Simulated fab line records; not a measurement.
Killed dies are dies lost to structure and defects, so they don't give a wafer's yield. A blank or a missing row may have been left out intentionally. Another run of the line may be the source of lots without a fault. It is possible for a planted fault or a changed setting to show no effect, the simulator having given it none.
A struck lot beside a sound one | flow n5-finfet | 17 out of 1938 route steps
Sound: wafers L341.1, L341.2, L341.6. The struck wafers were L356.1, L356.2, L356.4. The cause is named last.
At each step with rows: each side's tool, then ch and its chambers, then its first start. Under that, the readings that differ: sound wafers | struck wafers | difference of the means | sigmas: that difference in standard deviations of wafers without a fault.
alike: readings whose means differ by less than 2 such deviations, and words and numbers that are the same on both sides. not compared: withheld readings, readings that some wafer has no value for, bounds like >300 that may hide the same value, and numbers for which the record gives no deviation and whose values overlap.
The two part at a step that has a row with sigmas, a row that says differs or no value, or rows on one side only. Numbers that don't overlap but have no deviation are shown without sigmas and don't part them. A reading that every wafer of one side lacks parts them only if that side has two wafers or more.

first, 5 steps without rows for these wafers: N5_SD_EPI_P_EBR_05; N5_SD_EPI_P_SOFTBAKE_04 (time 60 s); N5_SD_EPI_P_EXPOSE_06 (exposes mask SD P BLK, target cd 240 nm); N5_SD_EPI_P_PEB_07 (peb time 60 s); N5_SD_EPI_P_DEVELOP_08 (develop time 30 s).
N5_SD_EPI_P_CD_MEAS_09: the cd target is 240 nm.
  sound on cd-sem-02 ch 0, day 5 06:07; struck on cd-sem-03 ch 0, day 8 23:49
  alike: cd-nm
N5_SD_EPI_P_OVL_MEAS_10:
  sound on overlay-01 ch 0, day 5 06:08; struck on overlay-01 ch 0, day 8 23:50
  alike: SD_P_BLK_OVL
N5_SD_EPI_P_INSPECT_11: inspects for defects (macro).
  sound on defect-inspect-02, day 5 06:10; struck on defect-inspect-02, day 8 23:52
  alike: raw-defect-count
N5_SD_EPI_P_DESCUM_14: chemistry O2, time 7.9 s.
  sound on rie-diel-04 ch 0,1,3, day 5 06:12; struck on rie-diel-04 ch 1,2,3, day 8 23:54
  alike: drypump-motor-current-A, oes-product-au, rf-vpp-V, showerhead-plenum-p-Torr, throttle-valve-pct
  not compared: rf-hours-counter-h
N5_SD_EPI_P_ETCH_36: etches SiARC in CF4, target depth 45.5 nm, time 75.8 s.
  sound on rie-diel-04 ch 0,1,3, day 5 06:14; struck on rie-diel-04 ch 1,2,3, day 8 23:56
  alike: bias-w, drypump-motor-current-A, etch-rf-on-time-s, oes-product-au, rf-vpp-V, showerhead-plenum-p-Torr, throttle-valve-pct
  not compared: rf-hours-counter-h
N5_SD_EPI_P_ETCH_37: etches SOC in N2/H2, overetch 108 nm, time 486 s.
  sound on rie-diel-04 ch 0,1,3, day 5 06:17; struck on rie-diel-04 ch 1,2,3, day 8 23:59
  alike: bias-w, drypump-motor-current-A, h2-flow-sccm, oes-product-au, rf-vpp-V, showerhead-plenum-p-Torr, throttle-valve-pct
  not compared: rf-hours-counter-h
then, 1 step without rows for these wafers: N5_SD_EPI_P_STRIP_38 (strips in N2/H2).
N5_SD_EPI_P_ETCHBACK_46: etches SiNx in CH3F/O2, stops on SiO2, target depth 17.5 nm.
  sound on rie-diel-04 ch 0,1,3, day 5 06:37; struck on rie-diel-04 ch 1,2,3, day 9 00:19
  reading                                     | sound          | struck     | difference | sigmas
  model.SiARC_of_SD_EPI_P_COAT_35.thk-nm (nm) | 15.2 15.2 15.2 | 11.6 12 12 | -3.3       |
  alike: bias-w, drypump-motor-current-A, oes-product-au, rf-vpp-V, showerhead-plenum-p-Torr, throttle-valve-pct
  not compared: rf-hours-counter-h
N5_SD_EPI_P_ETCH_47: etches SiOCN in CH3F/O2, target depth 25 nm.
  sound on rie-diel-04 ch 0,1,3, day 5 06:43; struck on rie-diel-04 ch 1,2,3, day 9 00:25
  alike: bias-w, drypump-motor-current-A, oes-product-au, rf-vpp-V, showerhead-plenum-p-Torr, throttle-valve-pct
  not compared: rf-hours-counter-h
N5_SD_EPI_P_ETCH_16: etches SiO2 in CHF3/O2, target depth 5 nm.
  sound on rie-diel-04 ch 0,1,3, day 5 06:49; struck on rie-diel-04 ch 1,2,3, day 9 00:31
  reading                                     | sound          | struck    | difference | sigmas
  model.SiARC_of_SD_EPI_P_COAT_35.thk-nm (nm) | 11.6 11.6 11.6 | 8 8.4 8.4 | -3         |
  alike: bias-w, drypump-motor-current-A, oes-product-au, rf-vpp-V, showerhead-plenum-p-Torr, throttle-valve-pct
  not compared: rf-hours-counter-h
then, 1 step without rows for these wafers: N5_SD_EPI_P_STRIP_50 (strips in CHF3/O2).
N5_PASSIVATION_PROBE_49:
  sound wafers here have rows in the record (prober-01, day 14 08:09); struck ones have none

## WHERE THEY PART
Within this record, at N5_PASSIVATION_PROBE_49 only.

WHY: what the simulator had put in
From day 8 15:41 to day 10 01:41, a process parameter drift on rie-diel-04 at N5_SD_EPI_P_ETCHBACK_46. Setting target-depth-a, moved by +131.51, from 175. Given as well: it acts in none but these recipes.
